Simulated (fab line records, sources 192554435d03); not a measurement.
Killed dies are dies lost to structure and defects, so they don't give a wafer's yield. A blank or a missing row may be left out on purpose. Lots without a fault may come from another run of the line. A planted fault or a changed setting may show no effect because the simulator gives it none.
fab line records | flow n5_finfet
record lots=11 wafers=31 last_day=17
route steps=1938 shown BEOL_M15@1819 MIM_TOP@1836 MIM_TOP_LITHO@1850 MIM_TOP_ETCH@1851 PASSIVATION@1936
lots that met no fault: from a run of the same line without faults
start_h: hours from the record's first day to the start of the lot's first wafer shown | wait_h: hours since the lot's step before | " the same as in the row above | L1.1+2: a row that stands for several wafers | - no value, or no start given | * or withheld: withheld | < > ~ a bound
route shown NAME@n: a module of which the file shows steps, and the number in the route of the first | usual: mean/standard deviation of fault-free wafers | same: alike in all rows | chamber/n: place in a boat | sites: the reading at each site | _std_site: their standard deviation | _edge_site: outer sites' mean less inner sites' | radius_mm: how far each site lies from the wafer's centre | mask NAME#n: copy n | behind: the tool/chamber that last shaped the wafer | hold: why the lot was held/for how many hours/how that ended | device: the transistor (n, p or np) that didn't switch | end of line: the same wafers' tests at the end of the route | a step without rows: its recipe alone | killed: dies lost to structure and defects at the first sort, not the wafer's yield | map: a wafer's dies, x killed, . not, _ none there
set.NAME: the setting as run; set.NAME@STEP: as run at that earlier step | model.NAME: the simulator's own value behind a step, which no gauge read
steps of the route over a sample of lots; a table a step, a row a wafer
services: from which hour (start_h, from the record's first day; less than 0 if before it) a tool's chamber was out of use, for how many hours, and why
## steps
# step N5_BEOL_M15_SPUTTER_43
# recipe material=TaN target_thk_a=150 temp_c=50 bias_v=168.6 power_w=15000 chamber_pressure_pa=0.12 time_s=24.19
# usual substrate_temp_c=50.01/0.11 throttle_valve_pct=30.8/1.3
# columns lot.wafer tool chamber start_h wait_h substrate_temp_c throttle_valve_pct
L697.1 pvd_sputter-03 - 253.32 0.0 50.03 27.6
L697.3 " - " " 49.91 31.3
L697.5 " - " " 50.02 30.6
L696.1 pvd_sputter-03 - 266.82 0.0 50.05 31.1
L696.3 " - " " 49.89 31.3
L696.5 " - " " 50.10 28.0
L698.1 pvd_sputter-02 - 287.61 0.0 50.03 31.1
L698.3 " - " " 49.93 31.7
L698.6 " - " " 50.01 32.4
L699.1 pvd_sputter-03 - 287.99 0.0 50.09 28.0
L699.6 " - " " 50.07 31.1
L701.1 pvd_sputter-02 - 295.80 0.0 50.04 30.9
L701.3 " - " " 50.04 31.7
L701.5 " - " " 50.10 31.9
L705.2 pvd_sputter-03 - 317.31 0.0 49.98 30.9
L705.3 " - " " 50.08 30.8
L705.5 " - " " 50.19 27.9
L709.1 pvd_sputter-03 - 342.32 0.0 49.86 31.5
L709.3 " - " " 50.01 31.0
L709.5 " - " " 49.91 27.8
L712.2 pvd_sputter-02 - 347.30 0.0 50.05 33.0
L712.3 " - " " 50.13 31.1
L712.4 " - " " 49.89 31.2
L716.1 pvd_sputter-02 - 379.75 0.0 49.83 31.1
L716.3 " - " " 50.07 30.9
L716.4 " - " " 50.25 31.8
L715.1 pvd_sputter-03 - 380.83 0.0 50.22 27.9
L715.4 " - " " 49.92 30.7
L715.6 " - " " 50.16 28.2
L718.5 pvd_sputter-02 - 386.41 0.0 50.09 31.8
L718.6 " - " " 50.17 32.8
# step N5_MIM_TOP_ALD_02
# recipe material=Al2O3 target_thk_a=* temp_c=withheld ald_precursor_family=TMA ald_co_reactant=O3 pulse_time_s=withheld purge_time_s=3 co_reactant_purge_time_s=withheld co_reactant_pulse_time_s=3 ald_cycles=withheld
# usual precursor_pulse_height_rel=1.000/0.022
# columns lot.wafer tool chamber start_h wait_h precursor_pulse_height_rel
L697.1 ald_hk-03 2 - - 1.021
L697.3 " 0 " " 0.977
L697.5 " 2 " " 0.946
L696.1 ald_hk-01 0 - - 1.036
L696.3 " 3 " " 1.036
L696.5 " 2 " " 0.984
L698.1 ald_hk-01 2 - - 0.971
L698.3 " 3 " " 1.025
L698.6 " 3 " " 0.984
L699.1 ald_hk-02 0 - - 1.032
L699.6 " 1 " " 0.973
L701.1 ald_hk-02 0 - - 1.013
L701.3 " 1 " " 1.001
L701.5 " 2 " " 1.012
L705.2 ald_hk-03 1 - - 1.021
L705.3 " 3 " " 0.965
L705.5 " 0 " " 0.978
L709.1 ald_hk-02 0 - - 0.976
L709.3 " 1 " " 0.966
L709.5 " 3 " " 0.998
L712.2 ald_hk-03 3 - - 1.015
L712.3 " 0 " " 1.023
L712.4 " 2 " " 1.038
L716.1 ald_hk-01 3 - - 1.017
L716.3 " 2 " " 1.026
L716.4 " 0 " " 1.020
L715.1 ald_hk-02 3 - - 1.034
L715.4 " 2 " " 1.006
L715.6 " 3 " " 1.007
L718.5 ald_hk-03 3 - - 1.019
L718.6 " 2 " " 0.951
# step N5_MIM_TOP_LITHO_DESCUM_10
# recipe chemistry=O2 time_s=7.9 source_power_w=50 bias_power_w=20 pressure_mtorr=20 rf_frequency_hz=2.712e+07 temp_c=40 o2_flow_sccm=225
# usual drypump_motor_current_A=5.5/0.54 oes_product_au=0.82/0.076 rf_vpp_V=243.5/1.4 showerhead_plenum_p_Torr=2.11/0.079 throttle_valve_pct=20.43/0.18
# columns lot.wafer tool chamber start_h wait_h drypump_motor_current_A oes_product_au rf_hours_counter_h rf_vpp_V showerhead_plenum_p_Torr throttle_valve_pct
L697.1 rie_diel-05 2 257.92 0.0 5.3 0.84 79 243.5 2.12 20.17
L697.3 " 1 " " 5.3 0.88 28 243.9 2.21 20.41
L697.5 " 1 " " 5.3 0.89 - 244.8 2.21 20.41
L696.1 rie_diel-04 3 274.85 0.2 6.3 0.74 159 242.6 2.00 20.70
L696.3 " 1 " " 5.9 0.93 12 243.1 2.16 20.80
L696.5 " 1 " " 5.8 0.92 - 244.8 2.16 20.78
L698.1 rie_diel-05 2 293.91 0.0 5.3 0.81 96 243.8 2.11 20.18
L698.3 " 1 " " 5.3 0.87 45 246.1 2.20 20.45
L698.6 " 2 " " 5.3 0.82 - 243.4 2.11 20.18
L699.1 rie_diel-06 0 295.43 0.2 6.2 0.91 21 241.9 2.03 20.38
L699.6 " 1 " " 4.8 0.67 - 244.8 2.03 20.46
L701.1 rie_diel-06 3 301.90 0.0 5.9 0.78 140 243.7 2.10 20.48
L701.3 " 0 " " 6.2 0.92 23 241.7 2.03 20.39
L701.5 " 0 " " 6.2 0.92 - 242.6 2.03 20.40
L705.2 rie_diel-06 2 321.92 0.0 5.1 0.75 145 245.7 2.21 20.35
L705.3 " 1 " " 4.8 0.98 1 244.3 2.03 20.15
L705.5 " 2 " " 5.1 0.75 - 245.0 2.21 20.34
L709.1 rie_diel-05 2 347.21 0.3 5.3 0.79 122 242.4 2.10 20.23
L709.3 " 2 " " 5.3 0.80 - 242.9 2.10 20.24
L709.5 " 2 " " 5.3 0.79 - 242.5 2.11 20.22
L712.2 rie_diel-06 0 352.76 0.0 6.2 0.89 29 242.6 2.03 20.41
L712.3 " 3 " " 5.9 0.75 167 242.6 2.09 20.51
L712.4 " 1 " " 4.8 0.91 15 242.3 2.02 20.17
L716.1 rie_diel-06 1 385.73 0.0 4.8 0.88 26 244.2 2.02 20.19
L716.3 " 0 " " 6.2 0.88 41 243.3 2.03 20.41
L716.4 " 3 " " 5.9 0.73 181 241.0 2.08 20.54
L715.1 rie_diel-04 1 386.14 0.0 5.8 0.86 57 244.4 2.14 20.86
L715.4 " 2 " " 5.6 0.84 - 241.9 2.01 20.33
L715.6 " 1 " " 5.9 0.84 - 243.3 2.14 20.86
L718.5 rie_diel-05 3 391.10 0.1 6.3 0.89 - 244.3 2.13 20.30
L718.6 " 0 " " 4.8 0.85 - 243.1 2.23 20.59
# step N5_MIM_TOP_ETCH_ETCH_00
# recipe chemistry=Cl2/BCl3 target=TiN target_depth_a=385 ion_energy_ev=150 pressure_mtorr=10 icp_w=1000 bias_w=126 Cl2_flow_sccm=53.25 bcl3_flow_sccm=21.75 Ar_flow_sccm=25
# usual drypump_motor_current_A=5.8/0.43 mfc_cl2_sccm=53.30/0.16 oes_product_au=0.81/0.069 throttle_valve_pct=22.53/0.093
# columns lot.wafer tool chamber start_h wait_h drypump_motor_current_A mfc_cl2_sccm oes_product_au rf_hours_counter_h throttle_valve_pct
L697.1 rie_metal-01 1 258.00 0.1 5.6 53.08 0.89 7 22.52
L697.3 " 1 " " 5.6 53.20 0.90 - 22.51
L697.5 " 1 " " 5.5 53.23 0.90 - 22.50
L696.1 rie_metal-02 0 274.94 0.1 6.6 53.35 0.79 33 22.38
L696.3 " 0 " " 6.6 53.71 0.79 - 22.39
L696.5 " 1 " " 5.8 53.21 0.79 - 22.58
L698.1 rie_metal-02 0 293.99 0.1 6.6 53.29 0.79 34 22.37
L698.3 " 1 " " 5.8 53.22 0.78 - 22.57
L698.6 " 0 " " 6.6 53.58 0.78 - 22.39
L699.1 rie_metal-02 1 295.53 0.1 5.8 53.48 0.78 25 22.58
L699.6 " 0 " " 6.6 53.27 0.79 - 22.40
L701.1 rie_metal-03 0 301.99 0.1 5.3 53.23 0.80 30 22.47
L701.3 " 0 " " 5.3 53.49 0.81 - 22.46
L701.5 " 0 " " 5.3 53.25 0.81 - 22.47
L705.2 rie_metal-02 1 322.00 0.1 5.8 53.47 0.78 28 22.59
L705.3 " 1 " " 5.8 53.26 0.78 - 22.60
L705.5 " 0 " " 6.6 53.51 0.78 - 22.40
L709.1 rie_metal-02 1 347.33 0.1 5.8 53.18 0.77 30 22.57
L709.3 " 0 " " 6.6 35.73 0.75 - 20.32
L709.5 " 0 " " 6.6 35.62 0.76 - 20.33
L712.2 rie_metal-02 1 352.84 0.1 5.8 53.52 0.77 31 22.60
L712.3 " 1 " " 5.8 53.19 0.77 - 22.58
L712.4 " 0 " " 6.6 35.79 0.76 - 20.33
L716.1 rie_metal-01 0 385.82 0.1 5.9 53.45 0.70 68 22.58
L716.3 " 0 " " 5.9 53.40 0.71 - 22.57
L716.4 " 1 " " 5.6 53.07 0.83 - 22.55
L715.1 rie_metal-03 1 386.23 0.1 5.6 53.17 0.92 7 22.71
L715.4 " 1 " " 5.7 53.20 0.92 - 22.71
L715.6 " 0 " " 5.4 53.23 0.78 - 22.50
L718.5 rie_metal-03 0 391.23 0.1 5.3 53.37 0.77 - 22.50
L718.6 " 1 " " 5.6 53.31 0.92 - 22.72
# step N5_PASSIVATION_PROBE_49
# usual defect_limited_yield=91.4/1.5 killed_at_M0_to_M3=36/11 killed_at_M4_up=14/6 killed_at_contacts=11/6 killed_at_front_end=37/11 killed_at_other=4/3.4 killed_dies=102/18 killed_open=66/13 killed_short=34/7.8 sort_bin_4_leakage=0.00/0.017 sort_bin_5_function=5.0/0.97 sort_bin_6_memory=3.2/0.7 sort_n_pass=1078/19 sort_yield_pct=91.3/1.6
# same gross_dies=1180 killed_at_back_side=0 sort_bin_8_speed[%]=0
# columns lot.wafer tool chamber start_h wait_h defect_limited_yield[%] killed_at_M0_to_M3 killed_at_M4_up killed_at_contacts killed_at_front_end killed_at_other killed_dies killed_open killed_short sort_bin_4_leakage[%] sort_bin_5_function[%] sort_bin_6_memory[%] sort_n_pass sort_yield_pct[%]
L698.1 prober-02 - 306.40 0.0 90.8 39 10 5 46 8 108 66 33 0 5.1 3.1 1072 90.8
L698.3 prober-02 - 306.50 0.1 90.4 26 3 13 51 20 113 75 34 0 5.6 3.6 1067 90.4
L698.6 prober-02 - 306.65 0.3 91.6 26 13 29 25 6 99 76 22 0 4.6 3.6 1081 91.6
L699.1 prober-01 - 307.61 0.0 91.6 44 7 8 39 1 99 71 28 0 5.0 3.0 1081 91.6
L699.6 prober-01 - 307.86 0.3 90.3 32 7 12 55 8 114 72 39 0 5.0 4.3 1066 90.3
L701.1 prober-02 - 313.20 0.0 90.8 40 8 16 42 2 108 66 40 0 6.0 3.1 1072 90.8
L701.3 prober-02 - 313.30 0.1 90.4 41 9 19 37 7 113 78 33 0 4.9 4.3 1067 90.4
L701.5 prober-02 - 313.40 0.2 90.2 41 15 18 41 1 116 89 25 0 5.9 3.5 1064 90.2
L709.1 prober-02 - 359.21 0.5 90.0 48 24 26 20 0 118 87 31 0 5.9 3.7 1062 90.0
L709.3 prober-02 - 359.31 0.6 90.6 22 36 6 43 4 111 71 39 0 5.3 3.8 1069 90.6
L709.5 prober-02 - 359.41 0.7 91.5 30 25 8 36 1 100 64 35 0 5.7 2.5 1080 91.5
L712.2 prober-01 - 363.62 0.1 91.3 42 17 7 34 3 103 55 45 0 5.4 2.9 1077 91.3
L712.3 prober-01 - 363.67 0.1 91.4 28 9 9 53 2 101 60 41 0 6.0 2.1 1079 91.4
L712.4 prober-01 - 363.72 0.2 93.1 30 10 7 34 0 81 56 24 0 3.6 2.8 1099 93.1
L715.1 prober-02 - 397.03 0.0 91.8 14 18 6 44 15 97 65 32 0 5.2 3.1 1083 91.8
L715.4 prober-02 - 397.18 0.2 90.9 47 8 12 34 6 107 74 28 0 4.8 3.9 1073 90.9
L715.6 prober-02 - 397.28 0.3 92.8 30 10 9 29 7 85 65 19 0 4.2 2.7 1095 92.8
# killed by level:class
L698.1 BEOL_M3:geometric_particle:open=14 STI_FIN_REVEAL:geometric_particle:open=13 HKMG_FIN:area_etch=8 FIN_SAQP:geometric_particle:short=6 BEOL_M0_SAQP:geometric_particle:open=6 BEOL_M0_SAQP:geometric_particle:short=6 STI_FIN_REVEAL:geometric_particle:short=5 BEOL_M4:geometric_particle:open=5
L698.3 MOL_CONTACT_COAG:geometric_particle:open=12 DUMMY_GATE:geometric_particle:open=11 STI_FIN_REVEAL:geometric_particle:open=8 BEOL_M0:geometric_particle:short=6 BEOL_M3:geometric_particle:open=6 PAD_METAL:geometric_particle:short=6 FIN_SAQP:geometric_particle:short=5 PAD_METAL:geometric_particle:open=5
L698.6 MOL_CONTACT_COAG:geometric_particle:open=24 STI_FIN_REVEAL:geometric_particle:open=9 BEOL_M3:geometric_particle:open=7 BEOL_M4:geometric_particle:open=6 DUMMY_GATE:geometric_particle:open=5 BEOL_M0_SAQP:geometric_particle:open=4 GATE_CUT:geometric_particle:short=4 MOL_CONTACT_COAG:geometric_particle:short=4
L699.1 BEOL_M2:geometric_particle:open=12 FIN_SAQP:geometric_particle:open=11 MOL_CONTACT_COAG:geometric_particle:open=8 BEOL_M0_SAQP:geometric_particle:open=8 BEOL_M0_SAQP:geometric_particle:short=6 FIN_SAQP:geometric_particle:short=5 DUMMY_GATE:geometric_particle:open=4 BEOL_M0:geometric_particle:open=4
L699.6 FIN_SAQP:geometric_particle:open=17 FIN_SAQP:geometric_particle:short=11 BEOL_M0_SAQP:geometric_particle:open=9 DUMMY_GATE:geometric_particle:open=7 MOL_CONTACT_COAG:geometric_particle:open=7 BEOL_M0_SAQP:geometric_particle:short=6 STI_FIN_REVEAL:geometric_particle:open=5 BEOL_M2:geometric_particle:open=5
L701.1 MOL_CONTACT_COAG:geometric_particle:open=13 BEOL_M3:geometric_particle:open=11 BEOL_M0_SAQP:geometric_particle:short=11 FIN_SAQP:geometric_particle:open=9 STI_FIN_REVEAL:geometric_particle:open=7 BEOL_M0_SAQP:geometric_particle:open=5 BEOL_M1:geometric_particle:open=5 STI_FIN_REVEAL:geometric_particle:short=4
L701.3 FIN_SAQP:geometric_particle:open=17 MOL_CONTACT_COAG:geometric_particle:open=14 BEOL_M1:geometric_particle:open=11 BEOL_M3:geometric_particle:open=7 BEOL_M0_SAQP:geometric_particle:open=6 BEOL_M2:geometric_particle:open=6 MOL_CONTACT_COAG:geometric_particle:short=5 BEOL_M0_SAQP:geometric_particle:short=5
L701.5 MOL_CONTACT_COAG:geometric_particle:open=16 FIN_SAQP:geometric_particle:open=12 BEOL_M3:geometric_particle:open=12 FIN_SAQP:geometric_particle:short=9 BEOL_M4:geometric_particle:open=8 BEOL_M0_SAQP:geometric_particle:open=8 BEOL_M2:geometric_particle:open=8 STI_FIN_REVEAL:geometric_particle:open=6
L709.1 MOL_CONTACT_COAG:geometric_particle:open=24 BEOL_M2:geometric_particle:open=13 BEOL_M0_SAQP:geometric_particle:short=11 BEOL_M0_SAQP:geometric_particle:open=11 BEOL_M4:geometric_particle:open=10 BEOL_M5:geometric_particle:open=7 FIN_SAQP:geometric_particle:open=5 BEOL_M1:geometric_particle:open=5
L709.3 BEOL_M4:geometric_particle:open=14 FIN_SAQP:geometric_particle:short=12 BEOL_M5:geometric_particle:open=8 STI_FIN_REVEAL:geometric_particle:open=7 BEOL_M0_SAQP:geometric_particle:short=7 GATE_CUT:geometric_particle:short=6 BEOL_M0_SAQP:geometric_particle:open=6 FIN_SAQP:geometric_particle:open=5
L709.5 BEOL_M0_SAQP:geometric_particle:open=9 BEOL_M4:geometric_particle:open=9 FIN_SAQP:geometric_particle:open=7 MOL_CONTACT_COAG:geometric_particle:open=7 GATE_CUT:geometric_particle:short=6 FIN_SAQP:geometric_particle:short=5 BEOL_M3:geometric_particle:open=5 BEOL_M2:geometric_particle:open=5
L712.2 BEOL_M1:geometric_particle:open=13 GATE_CUT:geometric_particle:short=8 BEOL_M4:geometric_particle:short=8 GATE_CUT:geometric_particle:open=7 BEOL_M0_SAQP:geometric_particle:short=7 BEOL_M0_SAQP:geometric_particle:open=6 MOL_CONTACT_COAG:geometric_particle:open=5 BEOL_M1:geometric_particle:short=5
L712.3 BEOL_M2:geometric_particle:open=8 FIN_SAQP:geometric_particle:short=7 GATE_CUT:geometric_particle:short=7 GATE_CUT:geometric_particle:open=6 MOL_CONTACT_COAG:geometric_particle:open=5 BEOL_M1:geometric_particle:open=5 MOL_CONTACT_COAG:geometric_particle:short=4 BEOL_M4:geometric_particle:open=4
L712.4 BEOL_M3:geometric_particle:open=15 STI_FIN_REVEAL:geometric_particle:open=10 GATE_CUT:geometric_particle:open=6 GATE_CUT:geometric_particle:short=5 MOL_CONTACT_COAG:geometric_particle:open=5 FIN_SAQP:geometric_particle:open=4 DUMMY_GATE:geometric_particle:open=2 ILD0:geometric_particle:short=2
L715.1 STI_FIN_REVEAL:geometric_particle:open=11 BEOL_M4:geometric_particle:open=7 FIN_SAQP:geometric_particle:open=6 DUMMY_GATE:geometric_particle:open=6 MOL_CONTACT_COAG:geometric_particle:open=6 PASS1_CAP:geometric_particle:open=6 STI_FIN_REVEAL:geometric_particle:short=5 BEOL_M0:geometric_particle:open=4
L715.4 BEOL_M0_SAQP:geometric_particle:short=12 MOL_CONTACT_COAG:geometric_particle:open=11 BEOL_M0_SAQP:geometric_particle:open=10 BEOL_M2:geometric_particle:open=9 FIN_SAQP:geometric_particle:open=8 BEOL_M3:geometric_particle:open=7 DUMMY_GATE:geometric_particle:open=6 FIN_SAQP:geometric_particle:short=3
L715.6 STI_FIN_REVEAL:geometric_particle:open=10 BEOL_M1:geometric_particle:open=8 MOL_CONTACT_COAG:geometric_particle:open=7 BEOL_M2:geometric_particle:open=7 BEOL_M3:geometric_particle:open=6 DUMMY_GATE:geometric_particle:open=5 BEOL_M0_SAQP:geometric_particle:open=5 BEOL_M4:geometric_particle:open=5
## services
# columns tool chamber start_h hours kind
rie_diel-04 1 235.62 8.8 repair
rie_diel-05 3 239.05 115.1 repair
ald_hk-01 - 256.33 0.6 repair
rie_metal-03 - 264.48 1.2 repair
rie_metal-03 1 268.04 - clean
rie_metal-03 1 268.04 34.8 scheduled_down
rie_metal-03 1 268.04 34.8 vent_cycle
rie_metal-03 0 269.77 1.1 repair
rie_metal-01 0 279.32 6.2 repair
ald_hk-01 - 297.65 2.8 pm
rie_diel-06 1 300.87 - clean
rie_diel-06 1 300.87 - consumable_replace:focus_ring
rie_diel-06 1 300.87 19.6 scheduled_down
rie_diel-06 1 300.87 19.6 vent_cycle
pvd_sputter-02 - 321.23 1.2 repair
rie_diel-06 0 336.10 14.8 repair
rie_metal-02 - 339.41 0.4 repair
rie_diel-05 0 345.00 5.6 repair
rie_metal-01 0 351.79 6.4 repair
rie_metal-01 0 360.48 17.6 repair
ald_hk-01 - 361.11 4.3 pm
rie_diel-04 0 361.66 - clean
pvd_sputter-03 - 373.64 2.2 repair
rie_diel-05 - 384.77 1.2 repair
## key
first_sign step=N5_MIM_TOP_ETCH_ETCH_00 reading=mfc_cl2_sccm direction=down sigmas=99+ usual=53.30 struck=35.71
effect step=N5_MIM_TOP_ETCH_ETCH_00 reading=throttle_valve_pct direction=down sigmas=24 usual=* struck=*
met_at N5_MIM_TOP_ETCH_ETCH_00
struck_lots L709,L712
struck_wafers L709.3,L709.5,L712.4
not_acting_at N5_BEOL_M15_SPUTTER_43,N5_MIM_TOP_ALD_02,N5_MIM_TOP_LITHO_DESCUM_10
onset_between 322.00 347.33
fault kind=process_parameter_drift tool=rie_metal-02 chamber=0 onset_h=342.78 steps=N5_MIM_TOP_ETCH_ETCH_00 channel=Cl2_flow_sccm offset=-17.509 shape=step end_h=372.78 acts_in=these_recipes_only stated=53.25
